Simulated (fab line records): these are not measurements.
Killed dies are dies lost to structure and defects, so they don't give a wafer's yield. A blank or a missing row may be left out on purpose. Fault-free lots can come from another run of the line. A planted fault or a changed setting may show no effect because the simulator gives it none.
The tool behind it: which one? :: flow nand-harc :: 24 lots with 72 wafers sampled at 3 steps, on a route of 1159 steps

WHAT THE GAUGES SHOWED, per wafer
NHARC_P_ZERO_WELL_CD_MEAS_11: the cd target is 500 nm. Usual: 499.8 nm for cd-nm, sd 1.8.
lot: L074
measured: day 1 13:14
on: cd-sem-01
cd-nm (nm): 499.3 496.0 498.9
flag: 

lot: L075
measured: day 1 19:11
on: cd-sem-01
cd-nm (nm): 500.5 502.3 501.9
flag: 

lot: L076
measured: day 2 01:17
on: cd-sem-02
cd-nm (nm): 500.4 499.8 499.1
flag: 

lot: L077
measured: day 2 07:19
on: cd-sem-03
cd-nm (nm): 501.7 500.1 499.5
flag: 

lot: L078
measured: day 2 13:07
on: cd-sem-03
cd-nm (nm): 499.5 499.9 499.5
flag: 

lot: L079
measured: day 2 19:14
on: cd-sem-03
cd-nm (nm): 500.6 497.8 501.3
flag: 

lot: L080
measured: day 3 01:18
on: cd-sem-03
cd-nm (nm): 502.0 500.6 500.5
flag: 

lot: L081
measured: day 3 07:14
on: cd-sem-01
cd-nm (nm): 498.2 496.2 497.2
flag: 

lot: L082
measured: day 3 13:16
on: cd-sem-01
cd-nm (nm): 500.5 503.0 502.7
flag: 

lot: L083
measured: day 3 19:25
on: cd-sem-01
cd-nm (nm): 496.3 497.8 499.1
flag: 

lot: L084
measured: day 4 01:14
on: cd-sem-03
cd-nm (nm): 503.1 502.7 500.8
flag: 

lot: L085
measured: day 4 07:07
on: cd-sem-02
cd-nm (nm): 499.4 503.1 503.7
flag: 

lot: L086
measured: day 4 13:15
on: cd-sem-03
cd-nm (nm): 497.6 500.5 499.9
flag: 

lot: L087
measured: day 4 19:15
on: cd-sem-03
cd-nm (nm): 499.0 497.8 498.1
flag: 

lot: L088
measured: day 5 01:14
on: cd-sem-03
cd-nm (nm): 498.1 498.9 501.0
flag: 

lot: L089
measured: day 5 07:15
on: cd-sem-01
cd-nm (nm): 498.3 500.5 499.4
flag: 

lot: L090
measured: day 5 13:15
on: cd-sem-01
cd-nm (nm): 499.0 498.4 498.8
flag: 

lot: L091
measured: day 5 19:07
on: cd-sem-03
cd-nm (nm): 498.3 497.4 496.2
flag: 

lot: L092
measured: day 6 01:15
on: cd-sem-02
cd-nm (nm): 500.0 502.5 503.4
flag: 

lot: L093
measured: day 6 07:22
on: cd-sem-01
cd-nm (nm): 499.9 499.8 502.3
flag: 

lot: L094
measured: day 6 13:07
on: cd-sem-02
cd-nm (nm): 501.5 501.3 500.3
flag: 

lot: L095
measured: day 6 19:08
on: cd-sem-03
cd-nm (nm): 499.3 502.1 502.5
flag: 

lot: L096
measured: day 7 01:14
on: cd-sem-02
cd-nm (nm): 500.2 500.1 499.9
flag: 

lot: L097
measured: day 7 07:15
on: cd-sem-01
cd-nm (nm): 497.7 497.3 500.2
flag: 

NHARC_P_STI_OCD_MEAS_17. Usual: trench-depth-nm 300 nm, standard deviation 4.4; trench-foot-cd-nm 159.1 nm, standard deviation 2.9.
lot: L074
measured: day 2 16:14
on: ocd-02
trench-depth-nm (nm): 301 295 301
trench-foot-cd-nm (nm): 157.9 157.7 156.9
flag: 

lot: L075
measured: day 2 16:25
on: ocd-01
trench-depth-nm (nm): 308 305 306
trench-foot-cd-nm (nm): 161.8 159.0 157.4
flag: 

lot: L076
measured: day 3 04:30
on: ocd-01
trench-depth-nm (nm): 299 300 307
trench-foot-cd-nm (nm): 158.3 155.1 154.0
flag: 

lot: L077
measured: day 3 04:36
on: ocd-02
trench-depth-nm (nm): 294 303 300
trench-foot-cd-nm (nm): 158.0 157.4 159.7
flag: 

lot: L078
measured: day 3 12:46
on: ocd-01
trench-depth-nm (nm): 297 304 303
trench-foot-cd-nm (nm): 159.8 162.2 160.9
flag: 

lot: L079
measured: day 3 17:44
on: ocd-01
trench-depth-nm (nm): 293 300 303
trench-foot-cd-nm (nm): 156.5 153.9 156.1
flag: 

lot: L080
measured: day 4 00:59
on: ocd-01
trench-depth-nm (nm): 298 304 297
trench-foot-cd-nm (nm): 163.0 158.2 158.2
flag: 

lot: L081
measured: day 4 07:59
on: ocd-01
trench-depth-nm (nm): 298 299 300
trench-foot-cd-nm (nm): 159.7 165.2 162.9
flag: 

lot: L082
measured: day 4 12:35
on: ocd-01
trench-depth-nm (nm): 298 308 301
trench-foot-cd-nm (nm): 162.8 159.2 158.3
flag: 

lot: L083
measured: day 4 20:21
on: ocd-02
trench-depth-nm (nm): 301 299 306
trench-foot-cd-nm (nm): 158.3 160.6 155.0
flag: 

lot: L084
measured: day 4 20:31
on: ocd-01
trench-depth-nm (nm): 298 295 296
trench-foot-cd-nm (nm): 160.3 162.1 162.8
flag: 

lot: L085
measured: day 5 05:21
on: ocd-01
trench-depth-nm (nm): 299 302 303
trench-foot-cd-nm (nm): 161.8 161.7 163.0
flag: 

lot: L086
measured: day 5 13:29
on: ocd-02
trench-depth-nm (nm): 301 301 298
trench-foot-cd-nm (nm): 157.6 159.2 163.7
flag: 

lot: L087
measured: day 5 20:38
on: ocd-02
trench-depth-nm (nm): 296 295 300
trench-foot-cd-nm (nm): 158.0 159.7 157.9
flag: 

lot: L088
measured: day 5 20:47
on: ocd-01
trench-depth-nm (nm): 306 304 306
trench-foot-cd-nm (nm): 158.3 156.7 158.4
flag: 

lot: L089
measured: day 6 06:23
on: ocd-02
trench-depth-nm (nm): 297 296 296
trench-foot-cd-nm (nm): 156.1 155.4 157.4
flag: 

lot: L090
measured: day 6 14:19
on: ocd-02
trench-depth-nm (nm): 294 300 299
trench-foot-cd-nm (nm): 161.4 160.1 159.3
flag: 

lot: L091
measured: day 6 14:29
on: ocd-01
trench-depth-nm (nm): 305 293 295
trench-foot-cd-nm (nm): 156.2 159.2 162.4
flag: 

lot: L092
measured: day 7 06:11
on: ocd-02
trench-depth-nm (nm): 293 303 297
trench-foot-cd-nm (nm): 165.7 164.4 162.9
flag: 

lot: L093
measured: day 7 06:23
on: ocd-02
trench-depth-nm (nm): 294 300 294
trench-foot-cd-nm (nm): 158.8 159.7 160.6
flag: 

lot: L094
measured: day 7 14:13
on: ocd-01
trench-depth-nm (nm): 302 310 301
trench-foot-cd-nm (nm): 156.1 157.5 158.5
flag: 

lot: L095
measured: day 7 20:40
on: ocd-01
trench-depth-nm (nm): 299 306 295
trench-foot-cd-nm (nm): 157.0 153.9 157.4
flag: 

lot: L096
measured: day 7 20:50
on: ocd-02
trench-depth-nm (nm): 294 298 295
trench-foot-cd-nm (nm): 152.1 152.5 157.2
flag: 

lot: L097
measured: day 8 07:29
on: ocd-02
trench-depth-nm (nm): 295 309 299
trench-foot-cd-nm (nm): 165.3 156.3 160.1
flag: 

WHICH TOOL RAN EACH LOT (tool, then ch and the chambers of the sampled wafers, then the start)
lot: L074
NHARC_P_ZERO_WELL_DESCUM_39: rie-diel-07 ch 0,3, day 1 16:18

lot: L075
NHARC_P_ZERO_WELL_DESCUM_39: rie-diel-01 ch 1,2, day 1 22:29

lot: L076
NHARC_P_ZERO_WELL_DESCUM_39: rie-diel-01 ch 1,2, day 2 04:17

lot: L077
NHARC_P_ZERO_WELL_DESCUM_39: rie-diel-07 ch 1,3, day 2 10:22

lot: L078
NHARC_P_ZERO_WELL_DESCUM_39: rie-diel-01 ch 0,2, day 2 16:18

lot: L079
NHARC_P_ZERO_WELL_DESCUM_39: rie-diel-07 ch 0,2,3, day 2 22:22

lot: L080
NHARC_P_ZERO_WELL_DESCUM_39: rie-diel-01 ch 0,3, day 3 05:02

lot: L081
NHARC_P_ZERO_WELL_DESCUM_39: rie-diel-01 ch 2,3, day 3 10:12

lot: L082
NHARC_P_ZERO_WELL_DESCUM_39: rie-diel-03 ch 0,3, day 3 16:26

lot: L083
NHARC_P_ZERO_WELL_DESCUM_39: rie-diel-03 ch 0,3, day 3 22:34

lot: L084
NHARC_P_ZERO_WELL_DESCUM_39: rie-diel-07 ch 1,2,3, day 4 04:26

lot: L085
NHARC_P_ZERO_WELL_DESCUM_39: rie-diel-01 ch 0,2,3, day 4 10:04

lot: L086
NHARC_P_ZERO_WELL_DESCUM_39: rie-diel-07 ch 1,2,3, day 4 16:25

lot: L087
NHARC_P_ZERO_WELL_DESCUM_39: rie-diel-03 ch 0,3, day 4 22:17

lot: L088
NHARC_P_ZERO_WELL_DESCUM_39: rie-diel-01 ch 0,2,3, day 5 04:25

lot: L089
NHARC_P_ZERO_WELL_DESCUM_39: rie-diel-03 ch 2,3, day 5 10:17

lot: L090
NHARC_P_ZERO_WELL_DESCUM_39: rie-diel-07 ch 0,2,3, day 5 16:25

lot: L091
NHARC_P_ZERO_WELL_DESCUM_39: rie-diel-07 ch 0,1,2, day 5 22:08

lot: L092
NHARC_P_ZERO_WELL_DESCUM_39: rie-diel-07 ch 2,3, day 6 04:17

lot: L093
NHARC_P_ZERO_WELL_DESCUM_39: rie-diel-07 ch 1,3, day 6 10:25

lot: L094
NHARC_P_ZERO_WELL_DESCUM_39: rie-diel-07 ch 0,2,3, day 6 16:19

lot: L095
NHARC_P_ZERO_WELL_DESCUM_39: rie-diel-07 ch 0,1, day 6 22:08

lot: L096
NHARC_P_ZERO_WELL_DESCUM_39: rie-diel-01 ch 1,3, day 7 04:16

lot: L097
NHARC_P_ZERO_WELL_DESCUM_39: rie-diel-07 ch 0,1, day 7 10:26
- NHARC_P_ZERO_WELL_DESCUM_39: chemistry O2, time 3 s.

WHAT THE TOOLS THEMSELVES READ (means of the sampled wafers that have a number; where no wafer has one, the mark that the record gives instead)
NHARC_P_ZERO_WELL_DESCUM_39. Usual: drypump-motor-current-A 5.5 A, standard deviation 0.46; mfc-ar-sccm 0.013 sccm, standard deviation 0.013; oes-product-au 1.006 a.u., standard deviation 0.012; rf-vpp-V 57.8 V, standard deviation 0.89; showerhead-plenum-p-Torr 1.93 Torr, standard deviation 0.083; throttle-valve-pct 11.311 %, standard deviation 0.0087.
lot: L074
tool: rie-diel-07
drypump-motor-current-A (A): 5.2
mfc-ar-sccm (sccm): 0.012
oes-product-au (a.u.): 1.007
rf-vpp-V (V): 58.4
showerhead-plenum-p-Torr (Torr): 1.88
throttle-valve-pct (%): 11.320
flag: 

lot: L075
tool: rie-diel-01
drypump-motor-current-A (A): 6.0
mfc-ar-sccm (sccm): 0.017
oes-product-au (a.u.): 1.010
rf-vpp-V (V): 57.6
showerhead-plenum-p-Torr (Torr): 1.89
throttle-valve-pct (%): 11.305
flag: 

lot: L076
tool: rie-diel-01
drypump-motor-current-A (A): 5.6
mfc-ar-sccm (sccm): 0.013
oes-product-au (a.u.): 1.020
rf-vpp-V (V): 57.0
showerhead-plenum-p-Torr (Torr): 1.84
throttle-valve-pct (%): 11.309
flag: 

lot: L077
tool: rie-diel-07
drypump-motor-current-A (A): 5.3
mfc-ar-sccm (sccm): 0.006
oes-product-au (a.u.): 1.007
rf-vpp-V (V): 56.7
showerhead-plenum-p-Torr (Torr): 1.91
throttle-valve-pct (%): 11.301
flag: 

lot: L078
tool: rie-diel-01
drypump-motor-current-A (A): 5.4
mfc-ar-sccm (sccm): 0.005
oes-product-au (a.u.): 0.995
rf-vpp-V (V): 56.6
showerhead-plenum-p-Torr (Torr): 1.81
throttle-valve-pct (%): 11.301
flag: 

lot: L079
tool: rie-diel-07
drypump-motor-current-A (A): 5.2
mfc-ar-sccm (sccm): 0.019
oes-product-au (a.u.): 1.008
rf-vpp-V (V): 58.2
showerhead-plenum-p-Torr (Torr): 1.93
throttle-valve-pct (%): 11.312
flag: 

lot: L080
tool: rie-diel-01
drypump-motor-current-A (A): 5.9
mfc-ar-sccm (sccm): 0.001
oes-product-au (a.u.): 1.005
rf-vpp-V (V): 58.2
showerhead-plenum-p-Torr (Torr): 1.92
throttle-valve-pct (%): 11.316
flag: 

lot: L081
tool: rie-diel-01
drypump-motor-current-A (A): 5.4
mfc-ar-sccm (sccm): 0.006
oes-product-au (a.u.): 1.010
rf-vpp-V (V): 57.7
showerhead-plenum-p-Torr (Torr): 1.87
throttle-valve-pct (%): 11.304
flag: 

lot: L082
tool: rie-diel-03
drypump-motor-current-A (A): 6.0
mfc-ar-sccm (sccm): 0.024
oes-product-au (a.u.): 0.994
rf-vpp-V (V): 58.5
showerhead-plenum-p-Torr (Torr): 1.99
throttle-valve-pct (%): 11.310
flag: 

lot: L083
tool: rie-diel-03
drypump-motor-current-A (A): 5.6
mfc-ar-sccm (sccm): 0.021
oes-product-au (a.u.): 1.007
rf-vpp-V (V): 57.7
showerhead-plenum-p-Torr (Torr): 1.95
throttle-valve-pct (%): 11.310
flag: 

lot: L084
tool: rie-diel-07
drypump-motor-current-A (A): 5.3
mfc-ar-sccm (sccm): 0.019
oes-product-au (a.u.): 0.997
rf-vpp-V (V): 57.6
showerhead-plenum-p-Torr (Torr): 1.91
throttle-valve-pct (%): 11.314
flag: 

lot: L085
tool: rie-diel-01
drypump-motor-current-A (A): 5.7
mfc-ar-sccm (sccm): 0.004
oes-product-au (a.u.): 1.010
rf-vpp-V (V): 56.9
showerhead-plenum-p-Torr (Torr): 1.90
throttle-valve-pct (%): 11.311
flag: 

lot: L086
tool: rie-diel-07
drypump-motor-current-A (A): 5.3
mfc-ar-sccm (sccm): 0.019
oes-product-au (a.u.): 0.998
rf-vpp-V (V): 57.9
showerhead-plenum-p-Torr (Torr): 1.91
throttle-valve-pct (%): 11.313
flag: 

lot: L087
tool: rie-diel-03
drypump-motor-current-A (A): 6.0
mfc-ar-sccm (sccm): 0.024
oes-product-au (a.u.): 0.993
rf-vpp-V (V): 57.6
showerhead-plenum-p-Torr (Torr): 1.99
throttle-valve-pct (%): 11.311
flag: 

lot: L088
tool: rie-diel-01
drypump-motor-current-A (A): 5.6
mfc-ar-sccm (sccm): 0.004
oes-product-au (a.u.): 1.010
rf-vpp-V (V): 57.8
showerhead-plenum-p-Torr (Torr): 1.90
throttle-valve-pct (%): 11.307
flag: 

lot: L089
tool: rie-diel-03
drypump-motor-current-A (A): 6.4
mfc-ar-sccm (sccm): 0.026
oes-product-au (a.u.): 0.991
rf-vpp-V (V): 57.9
showerhead-plenum-p-Torr (Torr): 1.95
throttle-valve-pct (%): 11.306
flag: 

lot: L090
tool: rie-diel-07
drypump-motor-current-A (A): 5.2
mfc-ar-sccm (sccm): 0.019
oes-product-au (a.u.): 1.005
rf-vpp-V (V): 58.1
showerhead-plenum-p-Torr (Torr): 1.93
throttle-valve-pct (%): 11.314
flag: 

lot: L091
tool: rie-diel-07
drypump-motor-current-A (A): 5.3
mfc-ar-sccm (sccm): 0.013
oes-product-au (a.u.): 1.014
rf-vpp-V (V): 57.5
showerhead-plenum-p-Torr (Torr): 1.97
throttle-valve-pct (%): 11.313
flag: 

lot: L092
tool: rie-diel-07
drypump-motor-current-A (A): 5.3
mfc-ar-sccm (sccm): 0.031
oes-product-au (a.u.): 1.005
rf-vpp-V (V): 58.4
showerhead-plenum-p-Torr (Torr): 1.92
throttle-valve-pct (%): 11.307
flag: 

lot: L093
tool: rie-diel-07
drypump-motor-current-A (A): 5.3
mfc-ar-sccm (sccm): 0.006
oes-product-au (a.u.): 1.014
rf-vpp-V (V): 57.7
showerhead-plenum-p-Torr (Torr): 1.91
throttle-valve-pct (%): 11.310
flag: 

lot: L094
tool: rie-diel-07
drypump-motor-current-A (A): 5.2
mfc-ar-sccm (sccm): 0.019
oes-product-au (a.u.): 1.004
rf-vpp-V (V): 58.8
showerhead-plenum-p-Torr (Torr): 1.93
throttle-valve-pct (%): 11.317
flag: 

lot: L095
tool: rie-diel-07
drypump-motor-current-A (A): 5.3
mfc-ar-sccm (sccm): 0.000
oes-product-au (a.u.): 1.007
rf-vpp-V (V): 58.2
showerhead-plenum-p-Torr (Torr): 1.97
throttle-valve-pct (%): 11.318
flag: 

lot: L096
tool: rie-diel-01
drypump-motor-current-A (A): 6.1
mfc-ar-sccm (sccm): 0.009
oes-product-au (a.u.): 0.998
rf-vpp-V (V): 58.4
showerhead-plenum-p-Torr (Torr): 2.01
throttle-valve-pct (%): 11.302
flag: 

lot: L097
tool: rie-diel-07
drypump-motor-current-A (A): 5.3
mfc-ar-sccm (sccm): 0.000
oes-product-au (a.u.): 1.014
rf-vpp-V (V): 57.6
showerhead-plenum-p-Torr (Torr): 1.96
throttle-valve-pct (%): 11.317
flag: 

THE ANSWER, worked out from the rows above alone
Rule: a lot counts as off when the mean over its wafers that have a number is more than 3 standard deviations away from the usual mean. Also off: a lot with no number at a reading for which 4 or more lots have one. Where the step has rows for the other lots, those lots are counted as sound. First the gauges in route order, then the tools' own readings, where a lot's mean is used as printed above. The first step at which some lot is off is used, and at that step the reading that is off furthest; a lot without a number counts as furthest.
None of the lots is off at any reading shown; this tells nothing.

WHAT THE SIMULATOR HAD PUT IN
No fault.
